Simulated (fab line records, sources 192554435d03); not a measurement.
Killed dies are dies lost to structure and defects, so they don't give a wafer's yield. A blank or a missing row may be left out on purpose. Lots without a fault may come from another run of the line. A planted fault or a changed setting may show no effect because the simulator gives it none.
Chamber matching | flow n5_finfet | N5_BEOL_M10_DEP_56 on pecvd-03: 3 sister chambers
The step deposits SiCN from 3MS/NH3, target thk 15 nm, time 26.5 s. 3 wafers are shown with their chamber, then 8 later ones without.

WAFERS WITH THEIR CHAMBER
wafer  | chamber | throttle_valve_pct (%)
L089.4 | 1       | 9.7
L089.5 | 0       | 8.9
L091.1 | 2       | 8.6

WAFERS WITHOUT THEIR CHAMBER
wafer  | throttle_valve_pct (%)
L091.5 | 9.1
L091.6 | 9.5
L093.2 | 8.6
L093.4 | 9.1
L093.6 | 9.3
L092.1 | 9.3
L092.3 | 9.2
L092.4 | 8.7

WHICH CHAMBER EACH WENT THROUGH
wafer  | from the rows above          | in truth
L091.5 | can't be placed: 0 or 2 or 1 | 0
L091.6 | can't be placed: 1 or 0      | 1
L093.2 | can't be placed: 2 or 0      | 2
L093.4 | can't be placed: 0 or 2 or 1 | 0
L093.6 | can't be placed: 1 or 0 or 2 | 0
L092.1 | can't be placed: 1 or 0 or 2 | 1
L092.3 | can't be placed: 0 or 1 or 2 | 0
L092.4 | can't be placed: 2 or 0      | 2
Placed correctly: 0 of 8. Can't be placed from these rows: 8 (the true chamber is among the candidates in 8). Placed wrongly: 0.
How it was worked out, from the rows above alone: a wafer's distance from a chamber is the root of the sum, over the readings, of the square of ((its reading less the chamber's mean) divided by the reading's scatter). The wafer belongs to the nearest chamber; if the next one is less than 2 further off, it can't be placed. A chamber's mean is the mean of its shown wafers. The scatter: with one shown wafer a chamber, the root of the mean of the squares of how far each hidden wafer lies from its nearest shown one.
